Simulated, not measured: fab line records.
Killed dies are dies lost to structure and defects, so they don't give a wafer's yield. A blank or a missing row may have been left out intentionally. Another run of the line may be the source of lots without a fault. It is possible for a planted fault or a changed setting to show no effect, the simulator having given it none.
fab line records	flow nand-harc	part 1 of 2: steps 1 to 22 of 34
[record] lots = 5	wafers = 15	last-day = 23
route steps=1159 shown P_CONTACT@248 P_M0@253
lots untouched by any fault: they come from a run of this same line in which no faults occurred
start-h: the number of hours between the record's first day and the start of the first shown wafer of the lot	wait-h: hours since the lot's step before	" as in the row above	L1.1+2: one row covering several wafers at once	- no value present, or no start provided	* or withheld: withheld	< > ~ a bound
route shown NAME@n: a module of which the file shows steps, and the number in the route of the first	usual: mean/standard deviation of fault-free wafers	same: alike in all rows	chamber/n: place in a boat	sites: the reading at each site	_std_site: standard deviation across them	_edge_site: outer sites' mean less inner sites'	radius-mm: how far each site lies from the wafer's centre	mask NAME#n: copy n	behind: the tool/chamber that last shaped the wafer	hold: cause of the lot's hold/its duration in hours/its outcome	device: names the non-switching transistor (n, p or np)	end of line: tests of these same wafers at the route's end	a step with no rows: only its recipe	killed: dies lost to structure and defects at the first sort, not the wafer's yield	map: shows each die of a wafer: x if killed, . if not, _ if none is there
set.NAME: setting as actually run; set.NAME@STEP: the setting as run at that earlier step	model.NAME: the simulator's own value behind a step, which no gauge read
lots seen at some steps along the route; tables by step, rows by wafer
services: from which hour (start-h, from the record's first day; less than 0 if before it) a tool's chamber was out of use, for how many hours, and why
[[steps]]
[step NHARC_P_CONTACT_CVD_23]
[recipe] target-thk-a = 2000	temp-c = 300	pressure-torr = 40	wf6-flow-sccm = 40	h2-flow-sccm = 1600	ar-flow-sccm = 1560	time-s = 557	material = W
[usual] heater-power-w = 482/15	throttle-valve-pct = 8.08/0.28
lot.wafer	tool	chamber	start-h	wait-h	heater-power-w	throttle-valve-pct
L078.1	cvd-w-01	1	-	-	486	8.25
L078.3	"	1	"	"	492	8.58
L078.6	"	0	"	"	455	7.98
L082.2	cvd-w-02	0	-	-	468	8.35
L082.3	"	0	"	"	467	8.33
L082.6	"	0	"	"	471	8.21
L083.2	cvd-w-02	1	-	-	493	8.29
L083.3	"	1	"	"	485	8.03
L083.4	"	0	"	"	466	7.78
L085.1	cvd-w-02	1	-	-	509	8.30
L085.4	"	0	"	"	460	8.32
L085.6	"	1	"	"	498	8.35
L090.2	cvd-w-02	1	-	-	490	8.34
L090.3	"	1	"	"	501	8.43
L090.6	"	0	"	"	476	7.70
[step NHARC_P_CONTACT_CMP_24]
[recipe] t-overpolish-s = 30	target-thk-nm = 200
[usual] motor-current-A = 12.1/1.1	overpolish-run-s = 30.000/0.008	time-to-endpoint-s = 41/3.3
lot.wafer	tool	chamber	start-h	wait-h	motor-current-A	overpolish-run-s	time-to-endpoint-s
L078.3	cmp-01	2	142.82	0.4	13.7	29.997	35
L078.1	"	1	"	"	13.0	30.003	38
L078.6	"	2	"	"	13.5	30.003	36
L082.2	cmp-01	3	161.10	0.6	12.2	29.997	42
L082.3	"	0	"	"	11.0	29.999	44
L082.6	"	2	"	"	12.9	30.002	37
L083.4	cmp-04	1	167.64	0.3	9.5	29.978	46
L083.2	"	2	"	"	10.9	30.002	39
L083.3	"	3	"	"	12.2	29.985	47
L085.4	cmp-04	1	176.83	0.3	10.0	29.996	45
L085.1	"	2	"	"	10.6	29.999	39
L085.6	"	3	"	"	12.3	29.993	44
L090.3	cmp-01	3	217.25	0.4	12.6	29.991	39
L090.2	"	0	"	"	10.6	29.984	45
L090.6	"	3	"	"	12.0	30.009	38
[step NHARC_P_CONTACT_SRD_26]
lot.wafer	tool	chamber	start-h	wait-h
L078.6+3+1	wet-bench-04	6,7,1	143.14	0.0
L082.3+6+2	wet-bench-04	3,4,7	161.39	0.0
L083.4+2+3	wet-bench-01	3,4,6	167.97	0.0
L085.6+1+4	wet-bench-04	1,3,6	177.10	0.0
L090.6+2+3	wet-bench-04	3,5,6	217.58	0.0
[step NHARC_P_CONTACT_INSPECT_27]
[usual] raw-defect-count = 278/120
lot.wafer	tool	chamber	start-h	wait-h	raw-defect-count
L078.1	defect-inspect-02	-	143.22	0.1	215
L078.3	"	-	"	"	165
L078.6	"	-	"	"	372
L082.2	defect-inspect-02	-	161.47	0.1	252
L082.3	"	-	"	"	305
L082.6	"	-	"	"	258
L083.2	defect-inspect-02	-	168.05	0.1	174
L083.3	"	-	"	"	271
L083.4	"	-	"	"	190
L085.1	defect-inspect-02	-	177.19	0.1	214
L085.4	"	-	"	"	190
L085.6	"	-	"	"	329
L090.2	defect-inspect-01	-	217.65	0.1	266
L090.3	"	-	"	"	176
L090.6	"	-	"	"	402
[step NHARC_P_M0_DEP_00]
[recipe] target-thk-a = 1500	target-thk-nm = 150	temp-c = withheld	pressure-torr = 5	flow-sccm = 200	rf-w = 600	material = SiOC
lot.wafer	tool	chamber	start-h	wait-h
L078.3+1+6	pecvd-03	2,1,2	143.29	0.1
L082.3+2+6	pecvd-01	2,1,1	161.54	0.1
L083.3+2+4	pecvd-02	1,0,2	168.11	0.1
L085.1+4+6	pecvd-01	2,2,0	177.26	0.1
L090.3+2+6	pecvd-02	0,1,2	217.72	0.1
[step NHARC_P_M0_DEHYDRATE_01]
[recipe] temp-c = 150	time-s = 120
[usual] chill-plate-temp-C = 23.00/0.098	exhaust-pa = 45.1/0.85
lot.wafer	tool	chamber	start-h	wait-h	chill-plate-temp-C	exhaust-pa
L078.1	litho-track-06	0	143.69	-	23.05	45.3
L078.3	"	0	"	"	22.89	46.7
L078.6	"	0	"	"	22.92	46.3
L082.2	litho-track-04	0	161.95	-	22.85	45.9
L082.3	"	0	"	"	22.88	46.2
L082.6	"	0	"	"	22.81	45.3
L083.2	litho-track-01	0	168.52	-	23.01	44.5
L083.3	"	0	"	"	22.95	44.1
L083.4	"	0	"	"	22.92	44.7
L085.1	litho-track-04	0	177.67	-	23.10	45.0
L085.4	"	0	"	"	23.20	45.1
L085.6	"	0	"	"	23.17	45.2
L090.2	litho-track-04	0	218.12	-	23.09	44.9
L090.3	"	0	"	"	23.11	44.2
L090.6	"	0	"	"	23.10	45.3
[step NHARC_P_M0_HMDS_02]
[recipe] time-s = 30
[usual] chill-plate-temp-C = 22.99/0.1	exhaust-pa = 45.0/0.97
lot.wafer	tool	chamber	start-h	wait-h	chill-plate-temp-C	exhaust-pa
L078.1	litho-track-06	0	-	-	22.98	44.7
L078.3	"	0	"	"	22.97	45.3
L078.6	"	0	"	"	23.06	46.0
L082.2	litho-track-04	0	-	-	22.93	45.1
L082.3	"	0	"	"	22.92	44.8
L082.6	"	0	"	"	23.05	44.6
L083.2	litho-track-01	0	-	-	22.88	46.3
L083.3	"	0	"	"	23.06	45.1
L083.4	"	0	"	"	22.97	45.4
L085.1	litho-track-04	0	-	-	23.03	45.5
L085.4	"	0	"	"	23.00	45.5
L085.6	"	0	"	"	23.17	45.0
L090.2	litho-track-04	0	-	-	22.93	46.6
L090.3	"	0	"	"	22.92	45.9
L090.6	"	0	"	"	22.98	43.9
[step NHARC_P_M0_COAT_33]
[recipe] temp-c = 200	time-s = 65
[usual] chill-plate-temp-C = 23.01/0.11	exhaust-pa = 45.1/0.94
lot.wafer	tool	chamber	start-h	wait-h	chill-plate-temp-C	exhaust-pa
L078.1	litho-track-06	0	-	-	22.89	44.4
L078.3	"	0	"	"	23.03	43.5
L078.6	"	0	"	"	22.94	45.7
L082.2	litho-track-04	0	-	-	22.96	45.5
L082.3	"	0	"	"	23.06	46.4
L082.6	"	0	"	"	23.02	46.3
L083.2	litho-track-01	0	-	-	22.81	45.0
L083.3	"	0	"	"	22.90	44.9
L083.4	"	0	"	"	22.92	45.0
L085.1	litho-track-04	0	-	-	23.07	44.4
L085.4	"	0	"	"	22.93	43.4
L085.6	"	0	"	"	23.07	44.2
L090.2	litho-track-04	0	-	-	22.94	47.7
L090.3	"	0	"	"	23.04	47.7
L090.6	"	0	"	"	22.94	47.6
[step NHARC_P_M0_COAT_03]
[recipe] spin-rpm = 1500	resist-thk-nm = 90
[usual] chill-plate-temp-C = 23.01/0.12	exhaust-pa = 45.3/0.93
lot.wafer	tool	chamber	start-h	wait-h	chill-plate-temp-C	exhaust-pa
L078.1	litho-track-06	0	-	-	22.93	45.1
L078.3	"	0	"	"	22.97	45.6
L078.6	"	0	"	"	22.90	45.1
L082.2	litho-track-04	0	-	-	23.03	45.7
L082.3	"	0	"	"	23.14	47.2
L082.6	"	0	"	"	22.89	46.2
L083.2	litho-track-01	0	-	-	23.00	44.2
L083.3	"	0	"	"	23.08	44.7
L083.4	"	0	"	"	23.04	44.0
L085.1	litho-track-04	0	-	-	23.32	45.0
L085.4	"	0	"	"	23.23	46.1
L085.6	"	0	"	"	23.09	45.5
L090.2	litho-track-04	0	-	-	22.90	45.4
L090.3	"	0	"	"	22.96	45.9
L090.6	"	0	"	"	23.27	44.8
[step NHARC_P_M0_SOFTBAKE_04]
[recipe] temp-c = 105	time-s = 55
[usual] chill-plate-temp-C = 23.00/0.11	exhaust-pa = 44.8/0.85
lot.wafer	tool	chamber	start-h	wait-h	chill-plate-temp-C	exhaust-pa
L078.1	litho-track-06	0	-	-	22.90	46.4
L078.3	"	0	"	"	22.94	45.3
L078.6	"	0	"	"	22.89	45.1
L082.2	litho-track-04	0	-	-	22.96	45.6
L082.3	"	0	"	"	22.98	44.7
L082.6	"	0	"	"	22.95	44.1
L083.2	litho-track-01	0	-	-	23.02	43.5
L083.3	"	0	"	"	23.04	44.3
L083.4	"	0	"	"	22.88	43.6
L085.1	litho-track-04	0	-	-	23.02	44.6
L085.4	"	0	"	"	23.04	45.4
L085.6	"	0	"	"	23.00	46.8
L090.2	litho-track-04	0	-	-	22.71	43.7
L090.3	"	0	"	"	23.00	43.7
L090.6	"	0	"	"	22.82	44.5
[step NHARC_P_M0_EBR_05]
[usual] chill-plate-temp-C = 22.99/0.092	exhaust-pa = 44.9/0.82
lot.wafer	tool	chamber	start-h	wait-h	chill-plate-temp-C	exhaust-pa
L078.1	litho-track-06	0	-	-	23.10	43.1
L078.3	"	0	"	"	22.97	45.4
L078.6	"	0	"	"	22.96	45.1
L082.2	litho-track-04	0	-	-	23.11	44.2
L082.3	"	0	"	"	23.09	45.8
L082.6	"	0	"	"	22.93	46.2
L083.2	litho-track-01	0	-	-	22.91	44.1
L083.3	"	0	"	"	22.92	44.9
L083.4	"	0	"	"	22.84	43.6
L085.1	litho-track-04	0	-	-	23.07	46.1
L085.4	"	0	"	"	22.89	43.9
L085.6	"	0	"	"	22.87	43.9
L090.2	litho-track-04	0	-	-	23.00	45.2
L090.3	"	0	"	"	22.96	45.7
L090.6	"	0	"	"	22.99	44.5
[step NHARC_P_M0_EXPOSE_06]
[recipe] na = 1.35	target-cd-nm = 90	dose-mj = 81.28	mask-id = P_M0
[usual] exposure-dose-mJ-cm2 = 81.21/0.069
lot.wafer	tool	chamber	start-h	wait-h	mask	exposure-dose-mJ-cm2
L078.1	arfi-scanner-01	0	143.85	-	P_M0#0	81.15
L078.3	"	0	"	"	P_M0#0	81.24
L078.6	"	0	"	"	P_M0#0	81.20
L082.2	arfi-scanner-03	0	162.25	-	P_M0#0	81.31
L082.3	"	0	"	"	P_M0#0	81.26
L082.6	"	0	"	"	P_M0#0	81.20
L083.2	arfi-scanner-02	0	168.81	-	P_M0#0	81.25
L083.3	"	0	"	"	P_M0#0	81.30
L083.4	"	0	"	"	P_M0#0	81.14
L085.1	arfi-scanner-02	0	177.83	-	P_M0#0	81.15
L085.4	"	0	"	"	P_M0#0	81.31
L085.6	"	0	"	"	P_M0#0	81.18
L090.2	arfi-scanner-01	0	218.42	-	P_M0#0	81.15
L090.3	"	0	"	"	P_M0#0	81.21
L090.6	"	0	"	"	P_M0#0	81.26
[step NHARC_P_M0_PEB_07]
[recipe] peb-temp-c = 100	peb-time-s = 65
[usual] chill-plate-temp-C = 22.99/0.12	exhaust-pa = 45.0/0.81
lot.wafer	tool	chamber	start-h	wait-h	chill-plate-temp-C	exhaust-pa
L078.1	litho-track-01	0	143.91	0.1	22.88	44.7
L078.3	"	0	"	"	22.87	44.5
L078.6	"	0	"	"	22.92	44.8
L082.2	litho-track-06	0	162.30	0.1	22.94	44.2
L082.3	"	0	"	"	22.89	43.5
L082.6	"	0	"	"	22.94	45.5
L083.2	litho-track-04	0	168.87	0.1	22.99	44.8
L083.3	"	0	"	"	23.13	44.9
L083.4	"	0	"	"	22.93	45.0
L085.1	litho-track-06	0	177.89	0.1	22.95	45.0
L085.4	"	0	"	"	22.95	44.6
L085.6	"	0	"	"	22.81	45.0
L090.2	litho-track-04	0	218.47	0.1	23.06	45.7
L090.3	"	0	"	"	23.20	45.1
L090.6	"	0	"	"	23.31	45.6
[step NHARC_P_M0_DEVELOP_08]
[recipe] develop-time-s = 35	dev-temp-c = 23
[usual] chill-plate-temp-C = 23.01/0.11	developer-temp-C = 23.01/0.11	exhaust-pa = 44.9/0.9
lot.wafer	tool	chamber	start-h	wait-h	chill-plate-temp-C	developer-temp-C	exhaust-pa
L078.1	litho-track-01	0	-	-	23.07	22.96	43.8
L078.3	"	0	"	"	23.10	22.82	44.5
L078.6	"	0	"	"	23.09	22.87	43.7
L082.2	litho-track-06	0	-	-	23.11	22.86	44.8
L082.3	"	0	"	"	23.06	22.81	44.8
L082.6	"	0	"	"	23.10	22.98	44.1
L083.2	litho-track-04	0	-	-	22.98	23.05	44.3
L083.3	"	0	"	"	23.17	22.96	45.0
L083.4	"	0	"	"	23.11	23.11	45.1
L085.1	litho-track-06	0	-	-	22.99	22.91	45.8
L085.4	"	0	"	"	22.93	22.89	45.2
L085.6	"	0	"	"	23.11	23.10	44.3
L090.2	litho-track-04	0	-	-	22.96	22.96	45.0
L090.3	"	0	"	"	22.91	23.03	46.1
L090.6	"	0	"	"	23.00	22.75	45.2
[step NHARC_P_M0_CD_MEAS_09]
[recipe] target-cd-nm = 90	landing-energy-ev = 500
[usual] cd-nm = 89.7/0.56
lot.wafer	tool	chamber	start-h	wait-h	cd-nm
L078.1	cd-sem-02	0	143.99	-	88.8
L078.3	"	0	"	"	89.5
L078.6	"	0	"	"	89.6
L082.2	cd-sem-02	0	162.38	-	90.6
L082.3	"	0	"	"	89.8
L082.6	"	0	"	"	89.4
L083.2	cd-sem-02	0	168.95	-	90.0
L083.3	"	0	"	"	89.9
L083.4	"	0	"	"	90.3
L085.1	cd-sem-03	0	177.97	-	88.7
L085.4	"	0	"	"	88.0
L085.6	"	0	"	"	89.5
L090.2	cd-sem-02	0	218.55	-	90.2
L090.3	"	0	"	"	90.3
L090.6	"	0	"	"	90.0
[step NHARC_P_M0_OVL_MEAS_10]
[recipe] pitch-nm = 180
[usual] overlay-x-nm = 0.2/0.83	overlay-y-nm = -0.1/0.88
lot.wafer	tool	chamber	start-h	wait-h	overlay-x-nm	overlay-y-nm
L078.1	overlay-02	-	144.08	-	0.5	0.2
L078.3	"	-	"	"	0.4	0.7
L078.6	"	-	"	"	0.6	0.1
L082.2	overlay-02	-	162.47	-	-0.7	-1.5
L082.3	"	-	"	"	0.0	-0.9
L082.6	"	-	"	"	0.3	-1.2
L083.2	overlay-01	-	169.04	-	0.0	-0.3
L083.3	"	-	"	"	-0.2	-0.8
L083.4	"	-	"	"	-0.3	-0.5
L085.1	overlay-02	-	178.06	-	1.1	0.6
L085.4	"	-	"	"	0.8	1.2
L085.6	"	-	"	"	0.9	0.6
L090.2	overlay-01	-	218.64	-	-0.3	-0.5
L090.3	"	-	"	"	-0.3	0.1
L090.6	"	-	"	"	0.1	-0.1
[step NHARC_P_M0_INSPECT_11]
[usual] raw-defect-count = 4.0/2.7
lot.wafer	tool	chamber	start-h	wait-h	raw-defect-count
L078.1	defect-inspect-02	-	144.12	0.0	4
L078.3	"	-	"	"	5
L078.6	"	-	"	"	7
L082.2	defect-inspect-02	-	162.51	0.0	4
L082.3	"	-	"	"	3
L082.6	"	-	"	"	2
L083.2	defect-inspect-01	-	169.07	0.0	3
L083.3	"	-	"	"	3
L083.4	"	-	"	"	2
L085.1	defect-inspect-01	-	178.10	0.0	3
L085.4	"	-	"	"	9
L085.6	"	-	"	"	1
L090.2	defect-inspect-02	-	218.68	0.0	1
L090.3	"	-	"	"	5
L090.6	"	-	"	"	2
[step NHARC_P_M0_DESCUM_14]
[recipe] time-s = 3	o2-flow-sccm = 200	ar-flow-sccm = 0	bias-power-w = 0	chemistry = O2
[usual] drypump-motor-current-A = 5.9/0.64	oes-product-au = 0.997/0.011	rf-vpp-V = 57.9/0.84	showerhead-plenum-p-Torr = 1.94/0.069	throttle-valve-pct = 11.312/0.0098
lot.wafer	tool	chamber	start-h	wait-h	drypump-motor-current-A	oes-product-au	rf-hours-counter-h	rf-vpp-V	showerhead-plenum-p-Torr	throttle-valve-pct
L078.3	rie-diel-05	3	144.20	0.1	5.2	1.007	11	57.8	2.00	11.307
L078.1	"	0	"	"	6.0	1.003	12	58.3	1.99	11.303
L078.6	"	1	"	"	6.4	1.013	-	57.4	1.96	11.308
L082.3	rie-diel-01	0	162.58	0.1	6.3	0.986	1	57.8	2.01	11.312
L082.2	"	2	"	"	4.8	0.984	1	55.6	1.88	11.316
L082.6	"	0	"	"	6.3	0.994	-	57.5	2.01	11.320
L083.3	rie-diel-01	1	169.13	0.1	6.3	0.986	1	58.7	2.01	11.312
L083.4	"	3	"	"	6.4	1.001	2	57.4	1.83	11.298
L083.2	"	0	"	"	6.4	1.000	1	58.8	2.01	11.301
L085.4	rie-diel-05	0	178.16	0.1	6.1	0.997	0	60.0	1.99	11.315
L085.1	"	3	"	"	5.1	1.009	0	58.1	2.00	11.331
L085.6	"	0	"	"	6.0	1.003	-	58.4	1.99	11.309
L090.2	rie-diel-01	2	218.74	0.1	4.9	0.990	5	58.7	1.88	11.316
L090.3	"	3	"	"	6.5	1.004	5	58.2	1.82	11.306
L090.6	"	2	"	"	4.8	0.979	-	56.0	1.88	11.305
[step NHARC_P_M0_ETCH_34]
[recipe] target-depth-a = 400	overetch-a = 120	time-s = 43.94	ion-energy-ev = 200	n2-flow-sccm = 150	h2-flow-sccm = 150	ar-flow-sccm = 0	rf-w = 400	bias-w = 150	chemistry = N2/H2
[usual] drypump-motor-current-A = 5.9/0.62	oes-product-au = 0.997/0.011	rf-vpp-V = 431.5/2.2	showerhead-plenum-p-Torr = 2.08/0.074	throttle-valve-pct = 14.172/0.0083
lot.wafer	tool	chamber	start-h	wait-h	drypump-motor-current-A	oes-product-au	rf-hours-counter-h	rf-vpp-V	showerhead-plenum-p-Torr	throttle-valve-pct
L078.3	rie-diel-05	1	144.26	0.1	6.4	0.998	12	430.9	2.09	14.163
L078.1	"	3	"	"	5.2	1.015	11	433.4	2.14	14.168
L078.6	"	1	"	"	6.4	1.008	-	433.4	2.09	14.173
L082.3	rie-diel-01	1	162.65	0.1	6.3	0.987	1	433.3	2.14	14.179
L082.2	"	2	"	"	4.8	0.979	1	429.9	2.01	14.174
L082.6	"	2	"	"	4.8	0.983	-	429.0	2.01	14.176
L083.3	rie-diel-01	1	169.23	0.1	6.3	0.977	1	432.5	2.14	14.160
L083.2	"	2	"	"	4.9	0.978	2	429.4	2.01	14.176
L083.4	"	3	"	"	6.5	1.002	2	428.1	1.94	14.172
L085.1	rie-diel-05	0	178.25	0.1	6.0	1.001	0	432.6	2.12	14.172
L085.4	"	1	"	"	6.4	1.012	0	431.4	2.09	14.172
L085.6	"	0	"	"	6.0	0.997	-	432.7	2.12	14.180
L090.3	rie-diel-01	2	218.83	0.1	4.9	0.989	5	428.6	2.00	14.154
L090.2	"	3	"	"	6.5	1.002	5	427.8	1.94	14.168
L090.6	"	2	"	"	4.8	0.991	-	430.5	2.00	14.169
[step NHARC_P_M0_ETCH_15]
[recipe] target-depth-a = 1500	overetch-a = 150	time-s = 82.5	c4f8-flow-sccm = withheld	ar-flow-sccm = 400	rf-w = 600	bias-w = 300	chemistry = C4F8/Ar
[usual] oes-product-au = 0.955/0.021	rf-vpp-V = 441.8/2.3
lot.wafer	tool	chamber	start-h	wait-h	oes-product-au	rf-hours-counter-h	rf-vpp-V
L078.1	rie-diel-05	1	-	-	0.930	12	443.2
L078.3	"	3	"	"	0.939	11	443.0
L078.6	"	0	"	"	0.938	-	443.0
L082.2	rie-diel-01	0	-	-	0.957	1	446.1
L082.3	"	2	"	"	0.967	1	440.1
L082.6	"	0	"	"	0.949	-	443.0
L083.2	rie-diel-01	1	-	-	0.947	1	442.2
L083.3	"	3	"	"	0.985	2	438.4
L083.4	"	0	"	"	0.970	1	444.1
L085.1	rie-diel-05	2	-	-	0.977	0	439.5
L085.4	"	1	"	"	0.961	0	442.5
L085.6	"	2	"	"	0.978	-	439.0
L090.3	rie-diel-01	3	-	-	0.969	5	439.2
L090.2	"	1	"	"	0.971	5	444.2
L090.6	"	3	"	"	0.973	-	436.8
[step NHARC_P_M0_CD_MEAS_16]
[usual] cd-nm = 89.6/0.74
lot.wafer	tool	chamber	start-h	wait-h	cd-nm
L078.1	cd-sem-01	-	144.48	-	87.9
L078.3	"	-	"	"	90.3
L078.6	"	-	"	"	90.4
L082.2	cd-sem-03	-	162.87	-	90.1
L082.3	"	-	"	"	89.5
L082.6	"	-	"	"	89.3
L083.2	cd-sem-01	-	169.44	-	90.7
L083.3	"	-	"	"	89.8
L083.4	"	-	"	"	90.6
L085.1	cd-sem-01	-	178.46	-	89.3
L085.4	"	-	"	"	88.3
L085.6	"	-	"	"	89.0
L090.2	cd-sem-01	-	219.04	-	90.1
L090.3	"	-	"	"	90.0
L090.6	"	-	"	"	89.9
[step NHARC_P_M0_STRIP_18]
[recipe] power-w = 1000	n2-flow-sccm = 150	h2-flow-sccm = 150	ar-flow-sccm = 0	bias-w = 0	chemistry = N2/H2
[usual] drypump-motor-current-A = 6.0/0.58	oes-product-au = 0.996/0.0097	rf-vpp-V = 90.9/0.94	showerhead-plenum-p-Torr = 2.08/0.071	throttle-valve-pct = 14.171/0.0095
lot.wafer	tool	chamber	start-h	wait-h	drypump-motor-current-A	oes-product-au	rf-hours-counter-h	rf-vpp-V	showerhead-plenum-p-Torr	throttle-valve-pct
L078.3	rie-diel-12	1	144.61	0.1	5.8	0.992	7	91.6	2.07	14.185
L078.1	"	2	"	"	6.4	0.986	7	90.1	2.20	14.162
L078.6	"	3	"	"	6.7	0.978	-	90.3	2.10	14.167
L082.2	rie-diel-12	3	162.94	0.1	6.6	0.982	9	91.6	2.09	14.167
L082.3	"	0	"	"	6.2	0.997	9	90.1	1.99	14.166
L082.6	"	3	"	"	6.6	0.982	-	91.5	2.09	14.161
L083.2	rie-diel-01	0	169.51	0.1	6.3	0.984	1	92.5	2.14	14.167
L083.3	"	1	"	"	6.3	0.976	1	90.8	2.14	14.174
L083.4	"	2	"	"	4.9	0.975	2	91.9	2.01	14.168
L085.1	rie-diel-05	3	178.53	0.1	5.2	0.994	0	92.1	2.14	14.185
L085.4	"	0	"	"	6.1	0.984	0	90.2	2.12	14.162
L085.6	"	0	"	"	6.0	0.989	-	89.2	2.12	14.164
L090.3	rie-diel-01	3	219.14	0.1	6.5	1.005	5	89.5	1.94	14.172
L090.2	"	0	"	"	6.3	0.996	5	92.1	2.14	14.176
L090.6	"	2	"	"	4.9	0.980	-	90.3	2.00	14.161
